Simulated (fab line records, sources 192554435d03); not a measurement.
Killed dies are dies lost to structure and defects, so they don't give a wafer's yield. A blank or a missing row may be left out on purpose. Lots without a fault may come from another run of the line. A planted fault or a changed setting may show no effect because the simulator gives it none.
fab line records | flow n5_finfet | part 1 of 2: steps 1 to 21 of 27
record lots=5 wafers=15 last_day=15
route steps=1938 shown BEOL_M4@1036
lots that met no fault: from a run of the same line without faults
start_h: hours from the record's first day to the start of the lot's first wafer shown | wait_h: hours since the lot's step before | " the same as in the row above | L1.1+2: a row that stands for several wafers | - no value, or no start given | * or withheld: withheld | < > ~ a bound
route shown NAME@n: a module of which the file shows steps, and the number in the route of the first | usual: mean/standard deviation of fault-free wafers | same: alike in all rows | chamber/n: place in a boat | sites: the reading at each site | _std_site: their standard deviation | _edge_site: outer sites' mean less inner sites' | radius_mm: how far each site lies from the wafer's centre | mask NAME#n: copy n | behind: the tool/chamber that last shaped the wafer | hold: why the lot was held/for how many hours/how that ended | device: the transistor (n, p or np) that didn't switch | end of line: the same wafers' tests at the end of the route | a step without rows: its recipe alone | killed: dies lost to structure and defects at the first sort, not the wafer's yield | map: a wafer's dies, x killed, . not, _ none there
set.NAME: the setting as run; set.NAME@STEP: as run at that earlier step | model.NAME: the simulator's own value behind a step, which no gauge read
lots at some steps of the route; a table a step, a row a wafer
services: from which hour (start_h, from the record's first day; less than 0 if before it) a tool's chamber was out of use, for how many hours, and why
## steps
# step N5_BEOL_M4_INSPECT_13
# recipe mode=adi inspect_instrument=brightfield
# usual raw_defect_count=400/96
# columns lot.wafer tool chamber start_h wait_h raw_defect_count
L077.1 defect_inspect-01 - 172.92 0.1 467
L077.3 " - " " 517
L077.6 " - " " 455
L078.1 defect_inspect-01 - 174.60 0.1 444
L078.2 " - " " 396
L078.4 " - " " 570
L082.2 defect_inspect-02 - 214.56 0.1 372
L082.3 " - " " 280
L082.5 " - " " 345
L087.1 defect_inspect-01 - 227.38 0.1 565
L087.2 " - " " 293
L087.5 " - " " 542
L088.2 defect_inspect-01 - 240.65 0.0 420
L088.5 " - " " 483
L088.6 " - " " 418
# step N5_BEOL_M4_DESCUM_16
# recipe chemistry=O2 time_s=7 source_power_w=50 bias_power_w=20 pressure_mtorr=20 rf_frequency_hz=2.712e+07 temp_c=40 resist=CAR-EUV o2_flow_sccm=225
# usual drypump_motor_current_A=5.6/0.48 oes_product_au=0.79/0.094 rf_vpp_V=243.1/1.4 showerhead_plenum_p_Torr=2.09/0.075 throttle_valve_pct=20.41/0.18
# columns lot.wafer tool chamber start_h wait_h drypump_motor_current_A oes_product_au rf_hours_counter_h rf_vpp_V showerhead_plenum_p_Torr throttle_valve_pct
L077.1 rie_diel-01 1 172.95 0.0 5.1 0.71 218 241.4 1.98 20.55
L077.3 " 0 " " 5.7 0.82 85 241.6 2.03 20.20
L077.6 " 1 " " 5.1 0.72 - 241.3 1.98 20.54
L078.1 rie_diel-03 0 174.63 0.0 5.1 0.88 53 245.8 2.23 20.29
L078.2 " 2 " " 6.2 0.73 179 242.7 2.07 20.39
L078.4 " 1 " " 6.3 0.74 179 241.8 2.00 20.23
L082.2 rie_diel-04 3 214.91 0.3 5.4 0.98 6 244.8 2.14 20.16
L082.3 " 1 " " 6.2 0.71 199 241.5 2.08 20.57
L082.5 " 2 " " 5.7 0.79 - 241.8 2.02 20.42
L087.1 rie_diel-01 3 227.41 0.0 5.9 0.75 145 242.9 2.10 20.62
L087.2 " 2 " " 5.0 0.95 17 246.1 2.24 20.49
L087.5 " 1 " " 5.1 0.70 - 241.0 1.97 20.59
L088.2 rie_diel-03 3 240.68 0.0 4.8 0.75 137 245.1 2.12 20.72
L088.5 " 2 " " 6.2 0.72 - 242.4 2.06 20.43
L088.6 " 3 " " 4.8 0.75 - 244.0 2.12 20.73
# step N5_BEOL_M4_ETCH_74
# recipe chemistry=N2/H2 target=underlayer target_depth_a=65 mask_material=CAR-EUV time_s=5.2 ion_energy_ev=200 pressure_mtorr=30 source_w=840 bias_w=150 n2_flow_sccm=200 h2_flow_sccm=200 ends=cleared
# usual drypump_motor_current_A=5.6/0.49 etch_rf_on_time_s=5.20/0.11 oes_product_au=0.67/0.082 rf_vpp_V=523.7/2.8 showerhead_plenum_p_Torr=2.54/0.085 throttle_valve_pct=17.83/0.2
# columns lot.wafer tool chamber start_h wait_h drypump_motor_current_A etch_rf_on_time_s oes_product_au rf_hours_counter_h rf_vpp_V showerhead_plenum_p_Torr throttle_valve_pct
L077.1 rie_diel-01 1 172.99 0.0 5.1 5.24 0.60 218 519.0 2.43 18.16
L077.3 " 0 " " 5.7 5.30 0.70 85 519.7 2.46 17.61
L077.6 " 1 " " 5.1 5.21 0.61 - 521.4 2.43 18.18
L078.1 rie_diel-03 0 174.67 0.0 5.1 5.18 0.74 53 528.5 2.70 17.64
L078.2 " 2 " " 6.2 5.35 0.60 179 521.8 2.52 17.83
L078.4 " 1 " " 6.3 5.29 0.61 179 522.2 2.45 17.83
L082.2 rie_diel-04 3 214.94 0.0 5.4 4.98 0.86 6 524.3 2.59 17.48
L082.3 " 1 " " 6.2 5.23 0.61 199 523.6 2.54 18.08
L082.5 " 2 " " 5.7 5.03 0.69 - 522.7 2.45 17.90
L087.1 rie_diel-01 3 227.45 0.0 5.9 5.24 0.65 145 524.7 2.54 18.07
L087.2 " 2 " " 5.0 5.19 0.80 17 529.0 2.69 17.71
L087.5 " 1 " " 5.1 5.19 0.59 - 519.2 2.42 18.18
L088.2 rie_diel-03 3 240.72 0.0 4.8 5.13 0.65 137 523.6 2.54 17.90
L088.5 " 2 " " 6.2 5.29 0.60 - 524.7 2.51 17.86
L088.6 " 3 " " 4.8 5.09 0.65 - 523.8 2.54 17.88
# step N5_BEOL_M4_ETCH_63
# recipe chemistry=CF4 target=SiARC target_depth_a=156 mask_material=CAR-EUV time_s=26 ion_energy_ev=80 pressure_mtorr=40 source_w=545 bias_w=36 Ar_flow_sccm=100 cf4_flow_sccm=100 ends=cleared
# usual drypump_motor_current_A=5.6/0.49 etch_rf_on_time_s=26.0/0.53 oes_product_au=0.67/0.081 rf_vpp_V=184.0/1.2 showerhead_plenum_p_Torr=2.14/0.072 throttle_valve_pct=15.61/0.17
# columns lot.wafer tool chamber start_h wait_h drypump_motor_current_A etch_rf_on_time_s oes_product_au rf_hours_counter_h rf_vpp_V showerhead_plenum_p_Torr throttle_valve_pct
L077.1 rie_diel-01 1 173.00 0.0 5.1 26.0 0.60 218 182.4 2.04 15.83
L077.3 " 0 " " 5.7 26.5 0.69 85 184.7 2.08 15.40
L077.6 " 1 " " 5.1 26.1 0.61 - 181.1 2.04 15.82
L078.1 rie_diel-03 0 174.68 0.0 5.1 25.9 0.75 53 185.5 2.28 15.50
L078.2 " 2 " " 6.2 26.8 0.61 179 182.7 2.14 15.71
L078.4 " 1 " " 6.4 26.3 0.62 179 182.4 2.06 15.55
L082.2 rie_diel-04 3 214.96 0.0 5.4 25.0 0.85 6 184.2 2.19 15.29
L082.3 " 1 " " 6.2 26.0 0.60 199 184.8 2.12 15.74
L082.5 " 2 " " 5.7 25.7 0.68 - 182.8 2.07 15.58
L087.1 rie_diel-01 3 227.46 0.0 5.9 26.7 0.64 145 184.9 2.14 15.75
L087.2 " 2 " " 5.0 25.9 0.80 17 185.3 2.26 15.50
L087.5 " 1 " " 5.1 25.8 0.60 - 183.0 2.03 15.85
L088.2 rie_diel-03 3 240.73 0.0 4.8 26.0 0.64 137 183.6 2.15 15.84
L088.5 " 2 " " 6.2 26.7 0.60 - 184.3 2.13 15.74
L088.6 " 3 " " 4.8 25.8 0.65 - 184.8 2.15 15.83
# step N5_BEOL_M4_ETCH_64
# recipe chemistry=N2/H2 target=SOC target_depth_a=750 overetch_a=225 mask_material=SiARC temp_c=40 time_s=121.9 ion_energy_ev=200 pressure_mtorr=30 source_w=840 bias_w=150 n2_flow_sccm=200 h2_flow_sccm=200
# usual drypump_motor_current_A=5.6/0.49 oes_product_au=0.60/0.067 rf_vpp_V=523.8/2.6 showerhead_plenum_p_Torr=2.54/0.085 throttle_valve_pct=17.79/0.21
# columns lot.wafer tool chamber start_h wait_h drypump_motor_current_A oes_product_au rf_hours_counter_h rf_vpp_V showerhead_plenum_p_Torr throttle_valve_pct
L077.1 rie_diel-01 1 173.03 0.0 5.1 0.54 218 520.2 2.43 18.12
L077.3 " 0 " " 5.7 0.63 85 521.1 2.46 17.56
L077.6 " 1 " " 5.1 0.54 - 519.6 2.43 18.13
L078.1 rie_diel-03 0 174.71 0.0 5.1 0.66 53 526.9 2.70 17.61
L078.2 " 2 " " 6.2 0.56 179 522.4 2.52 17.79
L078.4 " 1 " " 6.3 0.56 179 520.3 2.45 17.79
L082.2 rie_diel-04 3 214.99 0.0 5.4 0.74 6 525.6 2.59 17.44
L082.3 " 1 " " 6.2 0.55 199 522.3 2.54 18.07
L082.5 " 2 " " 5.7 0.60 - 521.4 2.45 17.86
L087.1 rie_diel-01 3 227.49 0.0 5.9 0.58 145 523.6 2.54 18.03
L087.2 " 2 " " 5.0 0.72 17 528.4 2.69 17.66
L087.5 " 1 " " 5.1 0.53 - 519.7 2.42 18.16
L088.2 rie_diel-03 3 240.76 0.0 4.8 0.57 137 524.0 2.54 17.87
L088.5 " 2 " " 6.2 0.54 - 523.2 2.51 17.82
L088.6 " 3 " " 4.8 0.57 - 524.8 2.54 17.86
# step N5_BEOL_M4_STRIP_65
# recipe chemistry=N2/H2 temp_c=40 n2_flow_sccm=200 h2_flow_sccm=200 rf_frequency_hz=6e+07
# columns lot.wafer tool chamber start_h wait_h
L077.1+3+6 rie_diel-01 1,0,1 173.14 0.1
L078.1+2+4 rie_diel-03 0,2,1 174.82 0.1
L082.2+3+5 rie_diel-04 3,1,2 215.10 0.1
L087.1+2+5 rie_diel-01 3,2,1 227.60 0.1
L088.2+5+6 rie_diel-03 3,2,3 240.87 0.1
# step N5_BEOL_M4_STRIP_75
# recipe chemistry=N2/H2 temp_c=40 n2_flow_sccm=200 h2_flow_sccm=200 rf_frequency_hz=6e+07
# columns lot.wafer tool chamber start_h wait_h
L077.1+3+6 rie_diel-01 1,0,1 173.15 0.0
L078.1+2+4 rie_diel-03 0,2,1 174.83 0.0
L082.2+3+5 rie_diel-04 3,1,2 215.11 0.0
L087.1+2+5 rie_diel-01 3,2,1 227.61 0.0
L088.2+5+6 rie_diel-03 3,2,3 240.88 0.0
# step N5_BEOL_M4_STRIP_66
# recipe chemistry=CF4 resist=SiARC power_w=300 bias_power_w=75 pressure_mtorr=50 cf4_flow_sccm=150 rf_frequency_hz=6e+07
# usual drypump_motor_current_A=5.6/0.48 oes_product_au=0.78/0.086 rf_vpp_V=270.9/1.7 showerhead_plenum_p_Torr=1.79/0.06 throttle_valve_pct=13.59/0.19
# columns lot.wafer tool chamber start_h wait_h drypump_motor_current_A oes_product_au rf_hours_counter_h rf_vpp_V showerhead_plenum_p_Torr throttle_valve_pct
L077.1 rie_diel-01 1 173.16 0.0 5.1 0.71 218 267.5 1.70 13.78
L077.3 " 0 " " 5.7 0.80 85 270.7 1.75 13.38
L077.6 " 1 " " 5.1 0.70 - 268.7 1.70 13.78
L078.1 rie_diel-03 0 174.84 0.0 5.1 0.86 53 275.9 1.91 13.43
L078.2 " 2 " " 6.2 0.72 179 270.1 1.78 13.62
L078.4 " 1 " " 6.3 0.74 179 268.0 1.73 13.58
L082.2 rie_diel-04 3 215.12 0.0 5.4 0.96 6 271.2 1.83 13.25
L082.3 " 1 " " 6.2 0.70 199 270.8 1.78 13.71
L082.5 " 2 " " 5.7 0.78 - 270.3 1.73 13.54
L087.1 rie_diel-01 3 227.62 0.0 5.9 0.75 145 271.1 1.80 13.75
L087.2 " 2 " " 5.0 0.92 17 272.8 1.90 13.47
L087.5 " 1 " " 5.1 0.68 - 270.2 1.69 13.85
L088.2 rie_diel-03 3 240.89 0.0 4.8 0.75 137 272.3 1.81 13.83
L088.5 " 2 " " 6.2 0.71 - 269.6 1.78 13.68
L088.6 " 3 " " 4.8 0.74 - 269.9 1.81 13.83
# step N5_BEOL_M4_HM_OPEN_17
# recipe chemistry=Cl2/BCl3 target_depth_a=200 overetch_a=60 target=TiN mask_material=SOC ion_energy_ev=150 pressure_mtorr=10 icp_w=1000 bias_w=126 Cl2_flow_sccm=53.25 bcl3_flow_sccm=21.75 Ar_flow_sccm=25
# usual drypump_motor_current_A=5.7/0.39 oes_product_au=0.70/0.057 throttle_valve_pct=22.20/0.16
# columns lot.wafer tool chamber start_h wait_h drypump_motor_current_A oes_product_au rf_hours_counter_h throttle_valve_pct
L077.1 rie_metal-03 1 173.21 0.0 5.4 0.72 14 22.16
L077.3 " 1 " " 5.4 0.72 - 22.17
L077.6 " 1 " " 5.4 0.74 - 22.17
L078.1 rie_metal-03 0 174.88 0.0 5.6 0.79 4 22.34
L078.2 " 1 " " 5.4 0.73 15 22.17
L078.4 " 0 " " 5.6 0.79 - 22.32
L082.2 rie_metal-01 1 215.16 0.0 6.0 0.66 40 22.08
L082.3 " 0 " " 6.4 0.65 - 21.99
L082.5 " 1 " " 6.0 0.67 - 22.08
L087.1 rie_metal-03 1 227.66 0.0 5.5 0.70 20 22.20
L087.2 " 0 " " 5.6 0.75 10 22.34
L087.5 " 0 " " 5.6 0.76 - 22.34
L088.2 rie_metal-02 1 240.94 0.0 5.2 0.68 39 22.33
L088.5 " 1 " " 5.3 0.68 - 22.31
L088.6 " 0 " " 5.4 0.82 - 22.30
# step N5_BEOL_M4_STRIP_19
# recipe chemistry=O2 power_w=400 temp_c=40 pressure_mtorr=30 rf_frequency_hz=6e+07 bias_power_w=0 overash_fraction=0.2 o2_flow_sccm=225
# usual drypump_motor_current_A=5.6/0.47 oes_product_au=0.80/0.1 rf_vpp_V=3.7/0.5 showerhead_plenum_p_Torr=2.10/0.075 throttle_valve_pct=16.66/0.19
# columns lot.wafer tool chamber start_h wait_h drypump_motor_current_A oes_product_au rf_hours_counter_h rf_vpp_V showerhead_plenum_p_Torr throttle_valve_pct
L077.1 rie_diel-03 2 173.32 0.1 6.2 0.72 178 3.5 2.08 16.68
L077.3 " 0 " " 5.1 0.89 52 4.1 2.23 16.49
L077.6 " 3 " " 4.8 0.77 - 3.4 2.13 16.94
L078.1 rie_diel-04 2 175.00 0.1 5.7 0.81 106 4.7 2.03 16.62
L078.2 " 0 " " 5.5 0.67 252 3.7 2.15 16.73
L078.4 " 1 " " 6.2 0.72 - 3.9 2.09 16.79
L082.2 rie_diel-04 1 215.27 0.1 6.2 0.71 199 3.1 2.08 16.83
L082.3 " 3 " " 5.4 0.98 7 3.6 2.14 16.36
L082.5 " 3 " " 5.4 0.99 - 3.4 2.14 16.38
L087.1 rie_diel-01 1 227.78 0.1 5.1 0.70 237 3.0 1.97 16.89
L087.2 " 2 " " 5.0 0.95 17 4.1 2.25 16.68
L087.5 " 1 " " 5.1 0.68 - 3.9 1.97 16.88
L088.2 rie_diel-03 3 241.07 0.1 4.8 0.75 137 3.3 2.12 16.97
L088.5 " 3 " " 4.8 0.76 - 3.8 2.12 16.98
L088.6 " 0 " " 5.1 0.85 - 2.5 2.22 16.52
# step N5_BEOL_M4_CD_MEAS_18
# recipe pitch_nm=36 target_cd_nm=18
# usual cd_nm=18.0/0.34
# columns lot.wafer tool chamber start_h wait_h cd_nm
L077.1 cd_sem-03 - 173.39 0.0 17.7
L077.3 " - " " 18.0
L077.6 " - " " 18.5
L078.1 cd_sem-02 - 175.07 0.0 17.7
L078.2 " - " " 18.4
L078.4 " - " " 18.2
L082.2 cd_sem-02 - 215.34 0.1 18.5
L082.3 " - " " 17.6
L082.5 " - " " 17.7
L087.1 cd_sem-03 - 227.84 0.0 18.3
L087.2 " - " " 17.8
L087.5 " - " " 17.7
L088.2 cd_sem-01 - 241.14 0.1 17.7
L088.5 " - " " 17.3
L088.6 " - " " 18.3
# step N5_BEOL_M4_COAT_67
# recipe resist=SOC temp_c=250 time_s=60 spin_rpm=1500 resist_thk_nm=60
# usual heater_power_total_W=500.8/1.9
# columns lot.wafer tool chamber start_h wait_h heater_power_total_W
L077.1 litho_track-02 0 173.42 0.0 502.1
L077.3 " 0 " " 502.8
L077.6 " 0 " " 503.2
L078.1 litho_track-01 0 175.10 0.0 503.3
L078.2 " 0 " " 499.5
L078.4 " 0 " " 502.7
L082.2 litho_track-03 0 215.38 0.0 499.8
L082.3 " 0 " " 497.4
L082.5 " 0 " " 499.2
L087.1 litho_track-03 0 227.88 0.0 498.5
L087.2 " 0 " " 497.5
L087.5 " 0 " " 502.5
L088.2 litho_track-03 0 241.17 0.0 503.3
L088.5 " 0 " " 503.1
L088.6 " 0 " " 502.0
# step N5_BEOL_M4_COAT_68
# recipe resist=SiARC temp_c=220 time_s=60 spin_rpm=1500 resist_thk_nm=12
# usual heater_power_total_W=427.5/2.1
# columns lot.wafer tool chamber start_h wait_h heater_power_total_W
L077.1 litho_track-02 0 - - 426.2
L077.3 " 0 " " 430.6
L077.6 " 0 " " 425.1
L078.1 litho_track-01 0 - - 425.5
L078.2 " 0 " " 429.2
L078.4 " 0 " " 430.4
L082.2 litho_track-03 0 - - 429.7
L082.3 " 0 " " 430.3
L082.5 " 0 " " 428.4
L087.1 litho_track-03 0 - - 424.1
L087.2 " 0 " " 429.2
L087.5 " 0 " " 426.7
L088.2 litho_track-03 0 - - 424.7
L088.5 " 0 " " 428.9
L088.6 " 0 " " 426.1
# step N5_BEOL_M4_COAT_76
# recipe resist=underlayer temp_c=205 time_s=60 spin_rpm=1500 resist_thk_nm=5
# usual heater_power_total_W=391.5/1.3
# columns lot.wafer tool chamber start_h wait_h heater_power_total_W
L077.1 litho_track-02 0 - - 392.6
L077.3 " 0 " " 391.0
L077.6 " 0 " " 389.6
L078.1 litho_track-01 0 - - 394.1
L078.2 " 0 " " 390.3
L078.4 " 0 " " 392.6
L082.2 litho_track-03 0 - - 391.8
L082.3 " 0 " " 393.0
L082.5 " 0 " " 392.4
L087.1 litho_track-03 0 - - 393.8
L087.2 " 0 " " 390.3
L087.5 " 0 " " 393.0
L088.2 litho_track-03 0 - - 392.0
L088.5 " 0 " " 389.7
L088.6 " 0 " " 393.1
# step N5_BEOL_M4_COAT_22
# recipe resist=CAR-EUV spin_rpm=1500 resist_thk_nm=30
# columns lot.wafer tool chamber start_h wait_h
L077.1+3+6 litho_track-02 0 - -
L078.1+2+4 litho_track-01 0 - -
L082.2+3+5 litho_track-03 0 - -
L087.1+2+5 litho_track-03 0 - -
L088.2+5+6 litho_track-03 0 - -
# step N5_BEOL_M4_EBR_24
# recipe solvent=PGMEA ebr_width_mm=1.5
# columns lot.wafer tool chamber start_h wait_h
L077.1+3+6 litho_track-02 0 - -
L078.1+2+4 litho_track-01 0 - -
L082.2+3+5 litho_track-03 0 - -
L087.1+2+5 litho_track-03 0 - -
L088.2+5+6 litho_track-03 0 - -
# step N5_BEOL_M4_SOFTBAKE_23
# recipe temp_c=110 time_s=60 resist=CAR-EUV
# usual heater_power_total_W=175.3/1.6
# columns lot.wafer tool chamber start_h wait_h heater_power_total_W
L077.1 litho_track-02 0 - - 176.4
L077.3 " 0 " " 175.1
L077.6 " 0 " " 173.7
L078.1 litho_track-01 0 - - 177.4
L078.2 " 0 " " 176.9
L078.4 " 0 " " 177.0
L082.2 litho_track-03 0 - - 173.3
L082.3 " 0 " " 173.0
L082.5 " 0 " " 177.0
L087.1 litho_track-03 0 - - 173.4
L087.2 " 0 " " 175.9
L087.5 " 0 " " 176.4
L088.2 litho_track-03 0 - - 176.5
L088.5 " 0 " " 174.1
L088.6 " 0 " " 177.4
# step N5_BEOL_M4_EXPOSE_25
# recipe mask_id=V3 na=0.33 source_shape=quasar sigma_inner=0.2 sigma_outer=0.8 polarization=unpolarized defocus_nm=5 dose_mj=63
# columns lot.wafer tool chamber start_h wait_h mask
L077.1+3+6 euv_scanner-02 0 173.56 - V3#0
L078.1+2+4 euv_scanner-01 0 176.34 - V3#0
L082.2+3+5 euv_scanner-01 0 215.65 - V3#0
L087.1+2+5 euv_scanner-01 0 228.14 - V3#0
L088.2+5+6 euv_scanner-02 0 241.32 - V3#0
# step N5_BEOL_M4_PEB_26
# recipe peb_temp_c=100 peb_time_s=60 resist=CAR-EUV
# usual heater_power_total_W=154.0/1.1
# columns lot.wafer tool chamber start_h wait_h heater_power_total_W
L077.1 litho_track-03 0 173.64 0.1 154.0
L077.3 " 0 " " 152.6
L077.6 " 0 " " 154.1
L078.1 litho_track-03 0 176.42 0.1 154.3
L078.2 " 0 " " 155.5
L078.4 " 0 " " 152.5
L082.2 litho_track-03 0 215.72 0.1 153.8
L082.3 " 0 " " 155.4
L082.5 " 0 " " 154.7
L087.1 litho_track-01 0 228.22 0.1 155.7
L087.2 " 0 " " 152.4
L087.5 " 0 " " 152.6
L088.2 litho_track-03 0 241.39 0.1 154.2
L088.5 " 0 " " 153.5
L088.6 " 0 " " 155.1
# step N5_BEOL_M4_DEVELOP_27
# recipe develop_time_s=30 developer=TMAH resist=CAR-EUV rinse_liquid=surfactant_rinse dry=air_spin dev_temp_c=23
# columns lot.wafer tool chamber start_h wait_h
L077.1+3+6 litho_track-03 0 - -
L078.1+2+4 litho_track-03 0 - -
L082.2+3+5 litho_track-03 0 - -
L087.1+2+5 litho_track-01 0 - -
L088.2+5+6 litho_track-03 0 - -
# step N5_BEOL_M4_CD_MEAS_28
# recipe target_cd_nm=26.2 landing_energy_ev=500 detector=se_inlens target_cd_y_nm=24.1 polarity=opening
# usual cd_nm=26.10/0.22
# same landing_energy_ev=500
# columns lot.wafer tool chamber start_h wait_h cd_nm
L077.1 cd_sem-02 0 173.71 - 26.16
L077.3 " 0 " " 26.01
L077.6 " 0 " " 25.63
L078.1 cd_sem-02 0 176.49 - 26.14
L078.2 " 0 " " 25.97
L078.4 " 0 " " 26.13
L082.2 cd_sem-02 0 215.79 - 25.89
L082.3 " 0 " " 26.16
L082.5 " 0 " " 25.91
L087.1 cd_sem-02 0 228.29 - 25.67
L087.2 " 0 " " 26.13
L087.5 " 0 " " 26.11
L088.2 cd_sem-03 0 241.46 - 25.60
L088.5 " 0 " " 25.73
L088.6 " 0 " " 26.06
